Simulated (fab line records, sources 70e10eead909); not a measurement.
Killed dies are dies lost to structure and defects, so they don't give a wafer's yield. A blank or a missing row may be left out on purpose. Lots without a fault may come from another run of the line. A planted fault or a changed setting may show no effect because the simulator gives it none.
Which tool did it? | flow nand_harc | 12 lots, 36 wafers sampled, at 4 steps of a route of 1159

WHAT THE GAUGES READ, wafer by wafer
The record holds no reading of a measuring or inspecting step that can be judged against a usual standard deviation.

WHICH TOOL RAN EACH LOT (tool, then ch and the chambers of the sampled wafers, then the start)
lot  | NHARC_P_M2_ETCH_28                            | NHARC_P_M2_PRE_CLEAN_32         | NHARC_P_M2_DEP_33               | NHARC_P_BONDPAD_CMP_32
L221 | rie_diel-09 ch 0,3, day 6 10:33 or earlier    | pecvd-01 ch 1,2, day 6 10:33    | pecvd-01 ch 1,2, day 6 10:40    | cmp-03 ch 1,2,3, day 6 11:28
L226 | rie_diel-09 ch 0,2,3, day 7 09:58 or earlier  | pecvd-01 ch 1,2, day 7 09:58    | pecvd-01 ch 1,2, day 7 10:03    | cmp-02 ch 0,2, day 7 10:54
L225 | rie_diel-09 ch 1,2,3, day 7 10:59 or earlier  | pecvd-01 ch 0,2, day 7 10:59    | pecvd-01 ch 0,2, day 7 11:06    | cmp-03 ch 1,3, day 7 11:53
L227 | rie_diel-09 ch 0,2, day 7 17:40 or earlier    | pecvd-04 ch 0,1,2, day 7 17:40  | pecvd-04 ch 0,1,2, day 7 17:44  | cmp-03 ch 2,3, day 7 18:35
L228 | rie_diel-09 ch 1,2, day 7 18:31 or earlier    | pecvd-03 ch 0,1,2, day 7 18:31  | pecvd-03 ch 0,1,2, day 7 18:41  | cmp-01 ch 0,1,2, day 7 19:25
L229 | rie_diel-09 ch 0,1,3, day 8 07:31 or earlier  | pecvd-03 ch 0,1,2, day 8 07:31  | pecvd-03 ch 0,1,2, day 8 07:38  | cmp-02 ch 1,2,3, day 8 08:26
L232 | rie_diel-09 ch 0,1,3, day 9 00:13 or earlier  | pecvd-04 ch 1,2, day 9 00:13    | pecvd-04 ch 1,2, day 9 00:18    | cmp-01 ch 0,1,3, day 9 01:11
L238 | rie_diel-12 ch 0,1,2, day 10 10:03 or earlier | pecvd-04 ch 0,1,2, day 10 10:03 | pecvd-04 ch 0,1,2, day 10 10:08 | cmp-03 ch 0,1,2, day 10 10:58
L240 | rie_diel-09 ch 0,3, day 10 21:23 or earlier   | pecvd-04 ch 0,2, day 10 21:23   | pecvd-04 ch 0,2, day 10 21:30   | cmp-02 ch 1,2,3, day 10 22:19
L242 | rie_diel-12 ch 0,1,2, day 11 10:43 or earlier | pecvd-04 ch 0,2, day 11 10:43   | pecvd-04 ch 0,2, day 11 10:50   | cmp-03 ch 0,1,2, day 11 11:35
L244 | rie_diel-02 ch 0,3, day 11 19:59 or earlier   | pecvd-01 ch 0,2, day 11 19:59   | pecvd-01 ch 0,2, day 11 20:04   | cmp-03 ch 0,1,2, day 11 20:56
L243 | rie_diel-12 ch 0,2, day 12 00:53 or earlier   | pecvd-03 ch 0,2, day 12 00:53   | pecvd-03 ch 0,2, day 12 00:59   | cmp-02 ch 0,1, day 12 01:46
- NHARC_P_M2_ETCH_28: etches the open film in CF4/N2, target depth 30 nm, time 72.99 s.
- NHARC_P_M2_PRE_CLEAN_32: time 12 s.
- NHARC_P_M2_DEP_33: deposits SiCN, target thk 30 nm.
- NHARC_P_BONDPAD_CMP_32: polishes SiCN, target thk 200 nm.

WHAT THE TOOLS THEMSELVES READ (means of the sampled wafers that have a number; where no wafer has one, the mark that the record gives instead)
NHARC_P_M2_ETCH_28. Usual: cf4_flow_sccm 50.00 sccm, standard deviation 0.16; drypump_motor_current_A 5.4 A, standard deviation 0.31; oes_product_au 1.000 a.u., standard deviation 0.011; rf_vpp_V 313.1 V, standard deviation 1.6; showerhead_plenum_p_Torr 2.56 Torr, standard deviation 0.079; throttle_valve_pct 19.795 %, standard deviation 0.0096.
lot  | tool        | cf4_flow_sccm (sccm) | drypump_motor_current_A (A) | oes_product_au (a.u.) | rf_vpp_V (V) | showerhead_plenum_p_Torr (Torr) | throttle_valve_pct (%) | flag
L221 | rie_diel-09 | 49.98                | 5.4                         | 1.002                 | 312.2        | 2.53                            | 19.784                 |
L226 | rie_diel-09 | 49.92                | 5.4                         | 0.995                 | 313.5        | 2.57                            | 19.801                 |
L225 | rie_diel-09 | 50.01                | 5.3                         | 0.993                 | 312.9        | 2.55                            | 19.804                 |
L227 | rie_diel-09 | 49.99                | 5.6                         | 1.005                 | 313.4        | 2.59                            | 19.796                 |
L228 | rie_diel-09 | 49.99                | 5.5                         | 1.000                 | 314.1        | 2.60                            | 19.794                 |
L229 | rie_diel-09 | 50.05                | 5.3                         | 0.990                 | 312.0        | 2.51                            | 19.794                 |
L232 | rie_diel-09 | 50.08                | 5.3                         | 0.993                 | 312.1        | 2.51                            | 19.800                 |
L238 | rie_diel-12 | 49.95                | 5.1                         | 1.009                 | 314.2        | 2.65                            | 19.799                 |
L240 | rie_diel-09 | 50.00                | 5.4                         | 1.010                 | 312.2        | 2.53                            | 19.785                 |
L242 | rie_diel-12 | 49.94                | 5.1                         | 1.020                 | 314.1        | 2.65                            | 19.793                 |
L244 | rie_diel-02 | 49.94                | 5.8                         | 1.001                 | 314.2        | 2.61                            | 19.797                 |
L243 | rie_diel-12 | 49.99                | 5.4                         | 1.015                 | 314.1        | 2.61                            | 19.801                 |

NHARC_P_M2_PRE_CLEAN_32. Usual: heater_power_w 622 W, standard deviation 71; rf_fwd_power_W 292.6 W, standard deviation 0.94.
lot  | tool     | heater_power_w (W) | rf_fwd_power_W (W) | flag
L221 | pecvd-01 | 596                | 293.7              |
L226 | pecvd-01 | 642                | 292.3              |
L225 | pecvd-01 | 585                | 291.3              |
L227 | pecvd-04 | 723                | 293.1              |
L228 | pecvd-03 | 576                | 292.0              |
L229 | pecvd-03 | 538                | 293.1              |
L232 | pecvd-04 | 660                | 291.8              |
L238 | pecvd-04 | 710                | 292.0              |
L240 | pecvd-04 | 689                | 297.5              | OFF
L242 | pecvd-04 | 689                | 301.1              | OFF
L244 | pecvd-01 | 635                | 292.7              |
L243 | pecvd-03 | 551                | 292.7              |

NHARC_P_M2_DEP_33. Usual: heater_power_w 561 W, standard deviation 69; showerhead_vpp_V 1282 V, standard deviation 67.
lot  | tool     | heater_power_w (W) | showerhead_vpp_V (V) | flag
L221 | pecvd-01 | 528                | 1232                 |
L226 | pecvd-01 | 565                | 1218                 |
L225 | pecvd-01 | 551                | 1222                 |
L227 | pecvd-04 | 588                | 1332                 |
L228 | pecvd-03 | 508                | 1294                 |
L229 | pecvd-03 | 527                | 1291                 |
L232 | pecvd-04 | 604                | 1328                 |
L238 | pecvd-04 | 643                | 1338                 |
L240 | pecvd-04 | 612                | 1343                 |
L242 | pecvd-04 | 671                | 1324                 |
L244 | pecvd-01 | 564                | 1215                 |
L243 | pecvd-03 | 448                | 1333                 |

NHARC_P_BONDPAD_CMP_32. Usual: motor_current_A 12.2 A, standard deviation 1.3; slurry_filter_dp_kPa 13.50 kPa, standard deviation 0.14.
lot  | tool   | motor_current_A (A) | slurry_filter_dp_kPa (kPa) | flag
L221 | cmp-03 | 12.8                | 13.46                      |
L226 | cmp-02 | 11.4                | 13.50                      |
L225 | cmp-03 | 11.7                | 13.42                      |
L227 | cmp-03 | 12.5                | 13.49                      |
L228 | cmp-01 | 12.2                | 13.46                      |
L229 | cmp-02 | 12.5                | 13.50                      |
L232 | cmp-01 | 12.6                | 13.50                      |
L238 | cmp-03 | 13.7                | 13.39                      |
L240 | cmp-02 | 12.7                | 13.39                      |
L242 | cmp-03 | 13.2                | 13.51                      |
L244 | cmp-03 | 13.6                | 13.47                      |
L243 | cmp-02 | 11.6                | 13.61                      |

THE ANSWER, worked out from the rows above alone
Rule: a lot is off if the mean of its wafers that have a number lies more than 3 standard deviations from the usual mean. A lot without any number at a reading at which 4 lots or more have one is off too. The other lots that the step has rows for count as sound. The gauges are gone through in route order, then the tools' own readings, and for those a lot's mean is taken as printed above. The first step at which some lot is off is used, and at that step the reading that is off furthest; a lot without a number counts as furthest.
Off: L240, L242, at NHARC_P_M2_PRE_CLEAN_32 (rf_fwd_power_W).
A tool fits if, at that step or a process step before it, it ran every lot that is off, and no sound lot after the first of them. NHARC_P_M2_ETCH_28 gives no start for some lots, so the hours and the order of its lots are those of NHARC_P_M2_PRE_CLEAN_32. One fits: pecvd-04 at NHARC_P_M2_PRE_CLEAN_32. Its last sound lot is L238 (day 10 10:03), its first lot that is off L240 (day 10 21:23): a fault that began between those two fits.
The tool's own readings at NHARC_P_M2_PRE_CLEAN_32 bear it out: on the lots that are off they differ by more than 5 times the standard deviation of the sound lots' means. rf_fwd_power_W reads 299.3 W there against 292.5 W on the sound lots.

WHAT THE SIMULATOR HAD PUT IN
Process parameter drift: pecvd-04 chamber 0, from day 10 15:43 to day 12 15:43, at NHARC_P_M2_PRE_CLEAN_32. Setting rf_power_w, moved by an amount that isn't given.
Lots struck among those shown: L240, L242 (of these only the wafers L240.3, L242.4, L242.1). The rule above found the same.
